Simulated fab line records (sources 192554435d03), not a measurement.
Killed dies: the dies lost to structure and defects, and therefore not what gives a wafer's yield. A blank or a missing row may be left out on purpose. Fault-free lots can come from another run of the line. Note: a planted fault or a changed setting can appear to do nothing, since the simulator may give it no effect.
Which tool is to blame?	flow n5-finfet	Sampling: 10 lots, 28 wafers, 2 of 1938 route steps

WHAT THE GAUGES READ, wafer by wafer
N5_BEOL_M13_CD_MEAS_28 targets a cd of 209.5 nm.
lot	measured	on	cd-nm (nm)
L488	day 10 14:42	cd-sem-02	208.9 208.9 208.4
L489	day 10 15:14	cd-sem-01	209.1 209.1 209.4
L491	day 11 13:49	cd-sem-03	209.4 208.9 209.1
L494	day 12 14:49	cd-sem-03	211.7 209.3 209.2
L496	day 13 01:33	cd-sem-03	209.6 210.3 209.0
L497	day 13 14:20	cd-sem-03	210.2 208.7 208.6
L498	day 13 20:50	cd-sem-02	209.3 209.4 210.2
L503	day 14 19:41	cd-sem-01	209.6 209.6
L505	day 15 03:20	cd-sem-03	209.1 208.6
L508	day 16 07:37	cd-sem-02	210.2 208.1 208.6

EACH LOT AND THE TOOL THAT RAN IT (in order: tool; ch and the chambers of the sampled wafers; start)
lot	N5_BEOL_M13_DESCUM_15
L488	rie-diel-05 ch 0,1,2, day 10 13:50
L489	rie-diel-05 ch 0,1,3, day 10 14:22
L491	rie-diel-02 ch 0,2,3, day 11 12:41
L494	rie-diel-02 ch 2,3, day 12 13:57
L496	rie-diel-05 ch 0,2,3, day 13 00:34
L497	rie-diel-04 ch 1,2, day 13 13:28
L498	rie-diel-04 ch 2,3, day 13 19:58
L503	rie-diel-04 ch 0,1, day 14 18:42
L505	rie-diel-04 ch 0,1, day 15 02:21
L508	rie-diel-02 ch 0,2, day 16 06:35
- N5_BEOL_M13_DESCUM_15: chemistry O2, time 7.9 s.

THE ANSWER, worked out from the rows above alone
Rule: usual is defined by the lots themselves. The widest of any qualifying gaps counts: lots, ordered by their means at a reading, are off when they make up no more than a third of the lots, leave a main group of 4 or more, and stand apart from it by 3 or more times the standard deviation of that group's means. If all means in a main group match to the digits the tables above print for the reading, that group is not used. A lot without any number at a reading at which 4 lots or more have one is off too. Any other lot the step has rows for is counted as sound.
No lot is off on any of the readings shown, so nothing can be concluded from this.

WHAT THE SIMULATOR HAD PUT IN
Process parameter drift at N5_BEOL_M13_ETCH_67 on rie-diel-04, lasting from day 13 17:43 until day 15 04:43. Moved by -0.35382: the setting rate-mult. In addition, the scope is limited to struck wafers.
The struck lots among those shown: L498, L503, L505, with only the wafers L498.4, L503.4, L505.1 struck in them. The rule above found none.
